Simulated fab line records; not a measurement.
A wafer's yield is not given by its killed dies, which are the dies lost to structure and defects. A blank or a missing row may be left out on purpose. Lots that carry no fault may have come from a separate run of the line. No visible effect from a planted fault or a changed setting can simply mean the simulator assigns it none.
fab line records | flow n5-finfet
record: lots: 10 wafers: 28 last-day: 18
route steps=1938 shown HKMG_FIN@388 BEOL_M4@1111 PASSIVATION@1936
lots with no fault: from the same line, run without faults
start-h: hours from the record's first day to the start of the lot's first wafer shown | wait-h: time in hours since the lot's previous step | " identical to the entry in the row above | L1.1+2: one row covering several wafers at once | - either no value or no given start | * or withheld: withheld | < > ~ a bound
route shown NAME@n: NAME is a module with steps in the file, n the number in the route of the first one | usual: mean and standard deviation over wafers with no fault | same: alike in all rows | chamber/n: place in a boat | sites: readings site by site | _std_site: the standard deviation of these | _edge_site: inner sites' mean taken away from outer sites' mean | radius-mm: for every site, how far away it sits from the centre of the wafer | mask NAME#n: copy n | behind: the most recent tool/chamber to have shaped the wafer | hold: cause of the lot's hold/its duration in hours/its outcome | device: the n, p or np transistor that did not switch | end of line: tests run on the same wafers once the route is complete | step lacking rows: just its recipe | killed: not the wafer's yield, but the dies lost to structure and defects at the first sort | map: shows each die of a wafer: x if killed, . if not, _ if none is there
set.NAME: the setting that was run; set.NAME@STEP: the one run at that earlier step | model.NAME: the simulator's own value behind a step, which no gauge read
route steps across a sampled set of lots; one table per step, one row per wafer
services: when a tool's chamber went out of use (start-h, in hours from the record's first day, below 0 if earlier), for how many hours, and the reason
== steps ==
step: N5_HKMG_FIN_ALD_74
recipe: material: La2O3 target-thk-a: 5 temp-c: 250 ald-precursor-family: La-Cp ald-co-reactant: O3 pulse-time-s: 6 co-reactant-pulse-time-s: 1 purge-time-s: 3 co-reactant-purge-time-s: 3
usual: heater-power-w: 358/36 precursor-pulse-height-rel: 1.001/0.019
same: purge-time-s: 3
columns lot.wafer tool chamber start-h wait-h heater-power-w precursor-pulse-height-rel
L749.2 ald-hk-01 3 80.17 0.2 341 1.016
L749.4 " 0 " " 346 0.984
L749.6 " 0 " " 350 0.982
L752.1 ald-hk-01 1 96.92 0.2 335 1.022
L752.2 " 0 " " 351 1.008
L752.5 " 0 " " 348 1.011
L753.1 ald-hk-02 3 101.11 0.2 443 0.987
L753.3 " 1 " " 335 1.003
L753.5 " 1 " " 327 1.034
L757.4 ald-hk-01 0 124.82 0.1 356 1.011
L757.5 " 2 " " 345 0.994
L758.3 ald-hk-01 2 132.86 0.1 346 0.994
L758.6 " 2 " " 343 1.001
L762.1 ald-hk-02 1 159.56 0.2 329 0.969
L762.5 " 2 " " 364 1.016
L762.6 " 1 " " 330 0.999
L763.1 ald-hk-03 3 160.74 0.2 380 1.019
L763.2 " 2 " " 396 1.008
L763.6 " 1 " " 308 0.975
L769.3 ald-hk-03 3 202.22 0.1 377 1.026
L769.5 " 1 " " 319 1.019
L769.6 " 2 " " 405 1.002
L770.3 ald-hk-01 0 205.27 0.1 342 0.991
L770.4 " 1 " " 322 0.974
L770.5 " 0 " " 349 1.048
L771.2 ald-hk-02 1 213.64 0.2 334 1.006
L771.4 " 3 " " 440 1.000
L771.5 " 0 " " 428 1.007
step: N5_HKMG_FIN_INSPECT_61
recipe: mode: adi inspect-instrument: macro
usual: raw-defect-count: 2.5/1.5
columns lot.wafer tool chamber start-h wait-h raw-defect-count
L749.2 defect-inspect-02 - 80.76 0.0 1
L749.4 " - " " 2
L749.6 " - " " 4
L752.1 defect-inspect-01 - 97.53 0.0 1
L752.2 " - " " 1
L752.5 " - " " 3
L753.1 defect-inspect-02 - 101.71 0.0 2
L753.3 " - " " 3
L753.5 " - " " 2
L757.4 defect-inspect-01 - 125.29 0.0 2
L757.5 " - " " 1
L758.3 defect-inspect-02 - 133.33 0.0 1
L758.6 " - " " 2
L762.1 defect-inspect-01 - 160.03 0.0 3
L762.5 " - " " 5
L762.6 " - " " 3
L763.1 defect-inspect-02 - 161.33 0.0 5
L763.2 " - " " 3
L763.6 " - " " 2
L769.3 defect-inspect-01 - 202.82 0.0 2
L769.5 " - " " 1
L769.6 " - " " 2
L770.3 defect-inspect-02 - 205.87 0.0 2
L770.4 " - " " 3
L770.5 " - " " 1
L771.2 defect-inspect-01 - 214.24 0.0 4
L771.4 " - " " 1
L771.5 " - " " 3
step: N5_HKMG_FIN_DESCUM_53
recipe: chemistry: O2 time-s: 7.9 source-power-w: 50 bias-power-w: 20 pressure-mtorr: 20 rf-frequency-hz: 2.712e+07 temp-c: 40 resist: CAR-ArF o2-flow-sccm: 225
usual: drypump-motor-current-A: 5.8/0.33 oes-product-au: 0.82/0.098 rf-vpp-V: 243.5/1.1 showerhead-plenum-p-Torr: 2.13/0.057 throttle-valve-pct: 20.47/0.28
columns lot.wafer tool chamber start-h wait-h drypump-motor-current-A oes-product-au rf-hours-counter-h rf-vpp-V showerhead-plenum-p-Torr throttle-valve-pct
L749.2 rie-diel-06 1 80.95 0.2 6.5 0.69 232 243.4 2.17 21.00
L749.4 " 1 " " 6.5 0.70 - 243.9 2.17 21.00
L749.6 " 0 " " 6.2 0.65 - 241.3 2.06 20.85
L752.1 rie-diel-06 2 97.89 0.4 5.7 0.95 9 242.2 2.05 20.22
L752.2 " 1 " " 6.5 0.68 241 243.2 2.17 21.01
L752.5 " 1 " " 6.5 0.68 - 243.4 2.16 21.02
L753.1 rie-diel-01 1 101.85 0.1 6.1 0.71 224 240.9 2.08 20.68
L753.3 " 2 " " 5.9 0.71 201 245.2 2.18 20.62
L753.5 " 2 " " 5.9 0.72 - 244.6 2.17 20.58
L757.4 rie-diel-06 2 125.61 0.3 5.7 0.92 - 242.6 2.04 20.23
L757.5 " 3 " " 5.4 0.71 - 244.8 2.07 20.69
L758.3 rie-diel-02 2 133.36 0.0 6.2 0.92 30 244.2 2.14 20.08
L758.6 " 2 " " 6.2 0.91 - 245.0 2.14 20.08
L762.1 rie-diel-02 1 160.06 0.0 5.5 0.73 199 243.6 2.17 20.79
L762.5 " 1 " " 5.5 0.73 - 245.4 2.17 20.79
L762.6 " 0 " " 6.0 0.86 - 241.4 2.13 20.19
L763.1 rie-diel-02 0 161.76 0.4 6.0 0.85 53 243.2 2.13 20.22
L763.2 " 1 " " 5.5 0.72 200 243.7 2.17 20.79
L763.6 " 0 " " 6.0 0.86 - 243.6 2.13 20.20
L769.3 rie-diel-02 0 203.06 0.2 6.0 0.84 68 243.9 2.12 20.21
L769.5 " 0 " " 6.0 0.84 - 242.3 2.12 20.22
L769.6 " 3 " " 5.5 0.88 - 243.4 2.16 20.16
L770.3 rie-diel-01 1 205.91 0.0 6.0 0.95 4 242.8 2.07 20.31
L770.4 " 3 " " 5.3 0.88 35 243.5 2.24 20.67
L770.5 " 3 " " 5.3 0.88 - 244.4 2.24 20.66
L771.2 rie-diel-02 2 214.27 0.0 6.2 0.87 56 244.1 2.13 20.11
L771.4 " 3 " " 5.5 0.86 31 244.3 2.16 20.16
L771.5 " 3 " " 5.5 0.87 - 244.5 2.16 20.15
step: N5_HKMG_FIN_ALD_36
recipe: material: TiN target-thk-a: 10 temp-c: 400 ald-precursor-family: TiCl4 ald-co-reactant: NH3 pulse-time-s: 1 purge-time-s: 3 co-reactant-purge-time-s: 2 co-reactant-pulse-time-s: 2 ald-cycles: 47 pressure-torr: 3
usual: ald-cycles: 47/0 heater-power-w: 874/91 precursor-pulse-height-rel: 1.000/0.021
same: purge-time-s: 3
columns lot.wafer tool chamber start-h wait-h ald-cycles heater-power-w precursor-pulse-height-rel
L749.2 ald-metal-02 1 83.21 0.0 47 971 1.006
L749.4 " 2 " " 47 855 1.013
L749.6 " 0 " " 47 980 0.984
L752.1 ald-metal-03 3 100.56 0.0 47 794 0.960
L752.2 " 0 " " 47 934 0.997
L752.5 " 0 " " 47 937 0.973
L753.1 ald-metal-03 0 104.05 0.0 47 917 1.008
L753.3 " 2 " " 47 927 1.013
L753.5 " 3 " " 47 781 1.021
L757.4 ald-metal-03 3 127.93 0.2 47 790 1.013
L757.5 " 0 " " 38 918 1.020
L758.3 ald-metal-03 1 135.81 0.2 38 830 0.971
L758.6 " 3 " " 47 790 0.977
L762.1 ald-metal-03 1 162.22 0.0 47 822 0.996
L762.5 " 2 " " 38 920 0.978
L762.6 " 3 " " 47 789 1.025
L763.1 ald-metal-02 0 163.90 0.0 47 958 0.990
L763.2 " 3 " " 47 717 0.978
L763.6 " 0 " " 47 976 1.019
L769.3 ald-metal-01 1 205.37 0.0 47 829 1.034
L769.5 " 1 " " 47 812 0.997
L769.6 " 0 " " 47 1069 0.987
L770.3 ald-metal-02 0 208.05 0.0 47 977 1.003
L770.4 " 3 " " 47 710 1.046
L770.5 " 1 " " 47 981 0.999
L771.2 ald-metal-02 0 216.40 0.0 47 960 1.007
L771.4 " 3 " " 47 713 0.991
L771.5 " 2 " " 47 883 1.030
step: N5_BEOL_M4_RC_MEAS_101
usual: DIBL_N: 36.9/1.7 DIBL_P: 37.3/2.3 IOFF_N: 0.16/0.033 IOFF_P: 0.22/0.04 ION_N: 673/12 ION_P: 463/8 SS_N: 71.6/0.58 SS_P: 73.4/0.74 VT_N: 250/3.2 VT_P: -250/3.4
columns lot.wafer tool chamber start-h wait-h DIBL_N[mV/V] DIBL_P[mV/V] IOFF_N[nA/um] IOFF_P[nA/um] ION_N[uA/um] ION_P[uA/um] SS_N[mV/dec] SS_P[mV/dec] VT_N[mV] VT_P[mV]
L749.2 prober-02 0 181.31 0.2 35.8 38.3 0.15 0.19 669 455 71.9 74.0 251 -256
L749.4 " 0 " " 36.7 38.5 0.16 0.20 675 463 71.5 73.6 249 -255
L749.6 " 0 " " 36.7 39.2 0.16 0.21 667 458 71.4 74.5 250 -254
L752.1 prober-01 0 194.08 0.0 38.5 38.0 0.19 0.23 677 456 72.2 73.7 247 -252
L752.2 " 0 " " 35.9 34.2 0.13 0.18 656 452 71.5 72.1 252 -255
L752.5 " 0 " " 35.7 33.9 0.14 0.17 658 446 71.7 72.0 253 -257
L753.1 prober-01 0 199.07 0.0 36.9 36.3 0.17 0.20 665 451 71.1 73.1 251 -252
L753.3 " 0 " " 34.3 33.5 0.14 0.17 684 461 70.8 73.1 250 -257
L753.5 " 0 " " 35.0 33.1 0.13 0.16 660 446 71.4 72.3 253 -257
L757.4 prober-01 0 222.57 0.5 40.4 43.5 0.25 0.30 695 458 72.5 75.2 245 -245
L757.5 " 0 " " 39.5 43.2 0.25 0.23 703 465 71.6 75.5 241 -255
L758.3 prober-02 0 225.75 0.3 37.7 38.5 0.17 0.22 669 463 71.6 74.0 251 -252
L758.6 " 0 " " 37.2 37.2 0.16 0.25 673 471 71.3 72.9 251 -245
L762.1 prober-02 0 254.92 0.0 38.1 37.7 0.17 0.26 676 469 71.7 73.6 250 -247
L762.5 " 0 " " 38.0 36.8 0.17 0.17 674 451 71.7 73.1 248 -259
L762.6 " 0 " " 36.9 36.9 0.17 0.24 699 477 71.6 73.4 249 -249
L763.1 prober-01 0 261.93 0.0 35.4 36.1 0.14 0.18 682 468 71.1 73.3 252 -256
L763.2 " 0 " " 35.7 36.8 0.13 0.19 650 452 71.7 73.2 255 -253
L763.6 " 0 " " 35.7 36.9 0.13 0.20 669 462 71.7 73.1 251 -252
L770.3 prober-02 0 307.75 0.3 38.6 39.3 0.18 0.24 673 459 71.7 73.9 252 -252
L770.4 " 0 " " 39.3 39.4 0.18 0.23 669 459 72.6 74.4 251 -253
L770.5 " 0 " " 37.7 38.0 0.14 0.21 661 453 72.0 73.8 255 -255
L769.3 prober-01 0 308.31 0.3 34.2 36.0 0.12 0.19 669 467 71.6 72.4 256 -254
L769.5 " 0 " " 39.0 41.1 0.20 0.27 677 465 72.0 73.9 246 -248
L769.6 " 0 " " 36.4 37.0 0.14 0.21 667 464 71.3 73.9 254 -248
L771.2 prober-02 0 311.07 0.2 36.1 35.9 0.13 0.19 649 447 71.3 72.5 254 -250
L771.4 " 0 " " 38.0 37.9 0.15 0.22 676 464 71.4 73.6 252 -249
L771.5 " 0 " " 37.1 36.7 0.14 0.20 662 456 70.7 73.4 252 -253
step: N5_PASSIVATION_PROBE_49
usual: defect-limited-yield: 91.2/1.3 killed_at_M0_to_M3: 34/10 killed_at_M4_up: 13/4.6 killed-at-contacts: 13/5.5 killed-at-front-end: 41/12 killed-at-other: 2.8/2.4 killed-dies: 104/16 killed-open: 67/12 killed-short: 33/7.2 sort_bin_4_leakage: 0.00/0.012 sort_bin_5_function: 5.1/0.86 sort_bin_6_memory: 3.3/0.62 sort-n-pass: 1076/16 sort-yield-pct: 91.2/1.3
same: gross-dies: 1180 killed-at-back-side: 0 sort_bin_8_speed[%]: 0
columns lot.wafer tool chamber start-h wait-h defect-limited-yield[%] killed_at_M0_to_M3 killed_at_M4_up killed-at-contacts killed-at-front-end killed-at-other killed-dies killed-open killed-short sort_bin_4_leakage[%] sort_bin_5_function[%] sort_bin_6_memory[%] sort-n-pass sort-yield-pct[%]
L749.2 prober-02 - 293.97 0.1 91.6 30 19 12 31 7 99 62 34 0 5.0 2.6 1081 91.6
L749.4 prober-02 - 294.07 0.2 91.9 27 10 11 46 1 95 57 33 0 4.7 3.2 1085 91.9
L749.6 prober-02 - 294.17 0.3 90.1 32 14 22 49 0 117 67 44 0 5.1 4.1 1063 90.1
L752.1 prober-02 - 301.86 0.0 91.7 32 9 25 31 1 98 61 31 0 4.6 3.3 1082 91.7
L752.2 prober-02 - 301.91 0.1 92.6 30 7 14 36 0 87 56 26 0 4.2 2.9 1093 92.6
L752.5 prober-02 - 302.06 0.2 92.6 21 14 19 25 8 87 60 26 0 4.2 3.1 1093 92.6
L753.1 prober-02 - 317.39 0.0 91.9 33 17 11 31 3 95 55 30 0 5.0 2.6 1085 91.9
L753.3 prober-02 - 317.49 0.1 89.3 49 8 19 45 5 126 81 39 0 6.5 4.0 1054 89.3
L753.5 prober-02 - 317.59 0.2 91.9 27 18 9 32 10 96 70 22 0 5.1 2.6 1084 91.9
L758.3 prober-02 - 335.71 0.1 89.9 37 14 19 49 0 119 67 44 0 5.9 3.4 1061 89.9
L758.6 prober-02 - 335.86 0.3 90.7 33 13 21 41 2 110 69 41 0 6.4 2.5 1070 90.7
L757.4 prober-02 - 338.76 0.2 90.8 47 22 5 32 3 109 79 30 0.08 5.6 3.5 1070 90.7
L757.5 prober-02 - 338.81 0.2 89.2 47 16 11 49 4 127 89 36 0.08 6.1 4.4 1052 89.2
L762.1 prober-02 - 358.99 0.0 90.9 38 13 11 45 0 107 65 38 0 5.1 3.4 1073 90.9
L762.5 prober-02 - 359.19 0.2 90.8 30 18 5 55 0 108 74 32 0 5.9 2.9 1072 90.8
L762.6 prober-02 - 359.24 0.3 90.7 24 14 16 55 1 110 69 31 0 5.6 2.6 1070 90.7
L763.1 prober-01 - 369.72 0.0 89.9 42 13 16 44 4 119 88 27 0 5.4 4.4 1061 89.9
L763.2 prober-01 - 369.77 0.1 92.3 16 14 5 46 10 91 60 27 0 5.0 2.6 1089 92.3
L763.6 prober-01 - 369.97 0.3 90.8 47 4 13 41 4 109 76 27 0 5.4 3.4 1071 90.8
L769.3 prober-02 - 402.21 0.1 90.8 28 5 9 64 3 109 70 33 0 5.2 3.3 1071 90.8
L769.5 prober-02 - 402.31 0.2 87.9 36 19 26 59 3 143 94 39 0 7.3 3.9 1037 87.9
L769.6 prober-02 - 402.36 0.3 89.7 39 10 10 56 6 121 71 47 0 5.0 4.7 1059 89.7
L771.2 prober-02 - 407.18 0.1 90.9 49 14 4 34 6 107 71 33 0 5.3 3.6 1073 90.9
L771.4 prober-02 - 407.28 0.2 89.9 53 19 3 37 7 119 58 50 0 6.2 2.8 1061 89.9
L771.5 prober-02 - 407.33 0.2 94.6 37 3 2 21 1 64 35 29 0 2.6 2.5 1116 94.6
L770.3 prober-02 - 419.94 0.1 90.4 39 10 10 48 6 113 83 25 0 5.4 4.1 1067 90.4
L770.4 prober-02 - 419.99 0.2 91.6 28 15 8 47 1 99 64 31 0 4.7 3.2 1081 91.6
L770.5 prober-02 - 420.04 0.2 90.6 40 17 17 29 8 111 76 30 0 5.3 4.0 1069 90.6
killed by level:class
L749.2 MOL_CONTACT_COAG:geometric-particle:open=8 BEOL_M2:geometric-particle:open=8 FIN_SAQP:geometric-particle:open=7 BEOL_M4:geometric-particle:open=7 BEOL_M1:geometric-particle:open=6 STI_FIN_REVEAL:geometric-particle:open=5 BEOL_M0_SAQP:geometric-particle:short=5 MOL_CONTACT_COAG:geometric-particle:short=4
L749.4 FIN_SAQP:geometric-particle:open=17 FIN_SAQP:geometric-particle:short=12 MOL_CONTACT_COAG:geometric-particle:open=10 BEOL_M0_SAQP:geometric-particle:open=7 BEOL_M0_SAQP:geometric-particle:short=6 BEOL_M1:geometric-particle:open=5 BEOL_M2:geometric-particle:open=5 DUMMY_GATE:geometric-particle:open=4
L749.6 MOL_CONTACT_COAG:geometric-particle:open=19 FIN_SAQP:geometric-particle:short=8 BEOL_M3:geometric-particle:open=8 GATE_CUT:geometric-particle:short=7 BEOL_M0_SAQP:geometric-particle:open=7 FIN_SAQP:geometric-particle:open=6 BEOL_M0_SAQP:geometric-particle:short=6 BEOL_M4:geometric-particle:open=6
L752.1 MOL_CONTACT_COAG:geometric-particle:open=16 STI_FIN_REVEAL:geometric-particle:open=9 MOL_CONTACT_COAG:geometric-particle:short=8 BEOL_M3:geometric-particle:open=7 BEOL_M2:geometric-particle:open=6 FIN_SAQP:geometric-particle:short=5 STI_FIN_REVEAL:geometric-particle:short=4 BEOL_M0_SAQP:geometric-particle:open=4
L752.2 MOL_CONTACT_COAG:geometric-particle:open=11 BEOL_M3:geometric-particle:open=11 GATE_CUT:geometric-particle:short=8 FIN_SAQP:geometric-particle:short=7 BEOL_M0_SAQP:geometric-particle:open=6 DUMMY_GATE:geometric-particle:open=5 STI_FIN_REVEAL:geometric-particle:open=4 FIN_SAQP:geometric-particle:open=3
L752.5 MOL_CONTACT_COAG:geometric-particle:open=18 FIN_SAQP:geometric-particle:short=6 BEOL_M0_SAQP:geometric-particle:short=5 BEOL_M2:geometric-particle:open=5 STI_FIN_REVEAL:geometric-particle:open=4 DUMMY_GATE:geometric-particle:open=4 BEOL_M0_SAQP:geometric-particle:open=4 BEOL_M4:geometric-particle:open=4
L753.1 MOL_CONTACT_COAG:geometric-particle:open=10 BEOL_M4:geometric-particle:open=9 FIN_SAQP:geometric-particle:short=7 BEOL_M2:geometric-particle:open=7 BEOL_M0_SAQP:geometric-particle:short=6 FIN_SAQP:geometric-particle:open=5 BEOL_M3:geometric-particle:open=5 BEOL_M3:geometric-particle:short=4
L753.3 MOL_CONTACT_COAG:geometric-particle:open=14 BEOL_M3:geometric-particle:open=13 BEOL_M0_SAQP:geometric-particle:short=11 FIN_SAQP:geometric-particle:open=10 BEOL_M0_SAQP:geometric-particle:open=9 BEOL_M2:geometric-particle:open=7 BEOL_M1:geometric-particle:open=6 STARTING-WAFER:geometric-particle:short=6
L753.5 MOL_CONTACT_COAG:geometric-particle:open=8 BEOL_M0_SAQP:geometric-particle:open=8 DUMMY_GATE:geometric-particle:open=7 BEOL_M3:geometric-particle:open=7 BEOL_M5:geometric-particle:open=7 GATE_CUT:geometric-particle:short=6 FIN_SAQP:geometric-particle:short=5 BEOL_M1:geometric-particle:open=5
L758.3 MOL_CONTACT_COAG:geometric-particle:open=14 BEOL_M0_SAQP:geometric-particle:open=10 STI_FIN_REVEAL:geometric-particle:open=9 BEOL_M0_SAQP:geometric-particle:short=9 BEOL_M4:geometric-particle:open=8 HKMG_FIN:area-etch=7 FIN_SAQP:geometric-particle:short=6 BEOL_M1:geometric-particle:short=6
L758.6 MOL_CONTACT_COAG:geometric-particle:open=15 BEOL_M3:geometric-particle:open=11 STI_FIN_REVEAL:geometric-particle:open=8 BEOL_M4:geometric-particle:open=8 BEOL_M0_SAQP:geometric-particle:short=7 FIN_SAQP:geometric-particle:open=6 GATE_CUT:geometric-particle:short=6 MOL_CONTACT_COAG:geometric-particle:short=6
L757.4 BEOL_M0_SAQP:geometric-particle:open=15 BEOL_M2:geometric-particle:open=9 STI_FIN_REVEAL:geometric-particle:open=8 BEOL_M4:geometric-particle:open=8 FIN_SAQP:geometric-particle:open=6 BEOL_M0_SAQP:geometric-particle:short=6 BEOL_M3:geometric-particle:open=6 MOL_CONTACT_COAG:geometric-particle:open=5
L757.5 BEOL_M0_SAQP:geometric-particle:open=13 STI_FIN_REVEAL:geometric-particle:open=11 BEOL_M2:geometric-particle:open=11 MOL_CONTACT_COAG:geometric-particle:open=9 FIN_SAQP:geometric-particle:short=8 BEOL_M4:geometric-particle:open=8 FIN_SAQP:geometric-particle:open=7 BEOL_M3:geometric-particle:open=7
L762.1 STI_FIN_REVEAL:geometric-particle:open=9 BEOL_M1:geometric-particle:open=8 BEOL_M0_SAQP:geometric-particle:open=7 FIN_SAQP:geometric-particle:open=6 MOL_CONTACT_COAG:geometric-particle:short=6 BEOL_M2:geometric-particle:open=6 DUMMY_GATE:geometric-particle:open=5 GATE_CUT:geometric-particle:short=5
L762.5 STI_FIN_REVEAL:geometric-particle:open=13 BEOL_M0_SAQP:geometric-particle:short=10 GATE_CUT:geometric-particle:short=10 BEOL_M0_SAQP:geometric-particle:open=9 GATE_CUT:geometric-particle:open=8 BEOL_M4:geometric-particle:open=7 MOL_CONTACT_COAG:geometric-particle:open=5 DUMMY_GATE:geometric-particle:open=5
L762.6 MOL_CONTACT_COAG:geometric-particle:open=12 GATE_CUT:geometric-particle:short=11 BEOL_M4:geometric-particle:open=10 STI_FIN_REVEAL:geometric-particle:open=9 FIN_SAQP:geometric-particle:open=8 HKMG_FIN:area-etch=8 BEOL_M3:geometric-particle:open=7 FIN_SAQP:geometric-particle:short=5
L763.1 FIN_SAQP:geometric-particle:open=15 MOL_CONTACT_COAG:geometric-particle:open=12 BEOL_M0_SAQP:geometric-particle:open=11 BEOL_M2:geometric-particle:open=11 BEOL_M0_SAQP:geometric-particle:short=10 BEOL_M1:geometric-particle:open=8 BEOL_M5:geometric-particle:open=8 DUMMY_GATE:geometric-particle:open=7
L763.2 STI_FIN_REVEAL:geometric-particle:open=9 FIN_SAQP:geometric-particle:open=9 FIN_SAQP:geometric-particle:short=7 BEOL_M2:geometric-particle:open=6 BEOL_M0_SAQP:geometric-particle:short=5 GATE_CUT:geometric-particle:open=4 MOL_CONTACT_COAG:geometric-particle:open=4 STARTING-WAFER:geometric-particle:open=4
L763.6 BEOL_M0_SAQP:geometric-particle:open=15 BEOL_M2:geometric-particle:open=15 FIN_SAQP:geometric-particle:short=8 FIN_SAQP:geometric-particle:open=8 MOL_CONTACT_COAG:geometric-particle:open=8 BEOL_M0_SAQP:geometric-particle:short=6 STARTING-WAFER:geometric-particle:open=6 GATE_CUT:geometric-particle:open=5
L769.3 FIN_SAQP:geometric-particle:open=22 FIN_SAQP:geometric-particle:short=12 STI_FIN_REVEAL:geometric-particle:open=8 MOL_CONTACT_COAG:geometric-particle:open=7 BEOL_M0_SAQP:geometric-particle:open=6 BEOL_M0:geometric-particle:open=5 ILD0:geometric-particle:short=4 BEOL_M0_SAQP:geometric-particle:short=4
L769.5 MOL_CONTACT_COAG:geometric-particle:open=20 FIN_SAQP:geometric-particle:open=19 BEOL_M0_SAQP:geometric-particle:open=12 FIN_SAQP:geometric-particle:short=8 BEOL_M0_SAQP:geometric-particle:short=7 BEOL_M2:geometric-particle:open=7 STARTING-WAFER:geometric-particle:short=7 STI_FIN_REVEAL:geometric-particle:open=5
L769.6 FIN_SAQP:geometric-particle:short=20 FIN_SAQP:geometric-particle:open=16 BEOL_M0_SAQP:geometric-particle:short=11 BEOL_M0_SAQP:geometric-particle:open=9 STI_FIN_REVEAL:geometric-particle:open=8 MOL_CONTACT_COAG:geometric-particle:open=8 BEOL_M2:geometric-particle:open=6 ILD0:geometric-particle:open=4
L771.2 BEOL_M2:geometric-particle:open=11 BEOL_M3:geometric-particle:open=9 STI_FIN_REVEAL:geometric-particle:open=7 BEOL_M0_SAQP:geometric-particle:open=7 BEOL_M1:geometric-particle:open=6 FIN_SAQP:geometric-particle:short=5 MOL_CONTACT_COAG:geometric-particle:open=4 BEOL_M0_SAQP:geometric-particle:short=4
L771.4 BEOL_M0_SAQP:geometric-particle:short=19 FIN_SAQP:geometric-particle:short=11 BEOL_M0_SAQP:geometric-particle:open=11 BEOL_M4:geometric-particle:open=9 STI_FIN_REVEAL:geometric-particle:open=6 BEOL_M3:geometric-particle:open=5 HKMG_FIN:area-etch=5 BEOL_M1:geometric-particle:open=4
L771.5 BEOL_M0_SAQP:geometric-particle:short=12 BEOL_M0_SAQP:geometric-particle:open=9 BEOL_M2:geometric-particle:open=7 FIN_SAQP:geometric-particle:short=4 BEOL_M2:geometric-particle:short=4 FIN_SAQP:geometric-particle:open=3 STARTING-WAFER:geometric-particle:short=3 STARTING-WAFER:geometric-particle:open=3
L770.3 STI_FIN_REVEAL:geometric-particle:open=18 FIN_SAQP:geometric-particle:open=9 MOL_CONTACT_COAG:geometric-particle:open=7 BEOL_M0_SAQP:geometric-particle:open=7 BEOL_M3:geometric-particle:open=6 BEOL_M0:geometric-particle:open=5 GATE_CUT:geometric-particle:open=5 BEOL_M0_SAQP:geometric-particle:short=5
L770.4 FIN_SAQP:geometric-particle:open=16 FIN_SAQP:geometric-particle:short=9 BEOL_M1:geometric-particle:open=8 BEOL_M0_SAQP:geometric-particle:open=7 MOL_CONTACT_COAG:geometric-particle:open=4 MOL_CONTACT_COAG:geometric-particle:short=4 BEOL_M0_SAQP:geometric-particle:short=4 BEOL_M4:geometric-particle:open=4
L770.5 MOL_CONTACT_COAG:geometric-particle:open=14 STI_FIN_REVEAL:geometric-particle:open=8 BEOL_M0_SAQP:geometric-particle:short=7 BEOL_M0_SAQP:geometric-particle:open=7 BEOL_M1:geometric-particle:open=7 FIN_SAQP:geometric-particle:short=5 BEOL_M3:geometric-particle:open=5 BEOL_M4:geometric-particle:open=5
== services ==
columns tool chamber start-h hours kind
rie-diel-06 2 67.29 - clean
rie-diel-06 2 67.29 - consumable-replace:focus-ring
rie-diel-06 2 67.29 14.4 scheduled-down
rie-diel-06 2 67.29 14.4 vent-cycle
ald-hk-01 - 73.11 2.8 pm
ald-hk-03 - 74.58 8.7 pm
ald-metal-01 - 81.42 8.7 pm
rie-diel-01 - 86.10 14.6 pm
rie-diel-06 0 89.21 9.2 repair
rie-diel-02 3 93.61 - clean
rie-diel-02 3 93.61 - consumable-replace:focus-ring
rie-diel-02 3 93.61 30.6 scheduled-down
rie-diel-02 3 93.61 30.6 vent-cycle
ald-metal-02 - 108.57 2.8 pm
ald-metal-02 - 111.78 14.6 pm
ald-metal-01 - 118.08 2.8 pm
ald-metal-03 1 122.43 6.3 repair
ald-hk-02 - 131.30 8.7 pm
ald-hk-01 - 137.03 6.0 pm
ald-metal-03 3 166.00 7.6 repair
rie-diel-02 2 171.75 5.4 repair
rie-diel-01 - 189.34 0.3 repair
ald-metal-03 - 193.09 2.8 pm
ald-metal-01 - 199.96 0.9 repair
== key ==
first-sign: step: N5_HKMG_FIN_ALD_36 reading: ald-cycles direction: down sigmas: 99+ usual: * struck: *
effect none on later readings
met-at N5_HKMG_FIN_ALD_36
struck-lots L757,L758,L762
struck-wafers L757.5,L758.3,L762.5
not-acting-at N5_HKMG_FIN_ALD_74,N5_HKMG_FIN_INSPECT_61,N5_HKMG_FIN_DESCUM_53
onset-between 104.05 127.93
fault: kind: process-parameter-drift tool: ald-metal-03 chamber: - onset-h: 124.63 steps: N5_HKMG_FIN_ALD_36 channel: ald-cycles offset: * shape: step end-h: 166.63 scope: struck-wafers-only acts-in: * stated: *
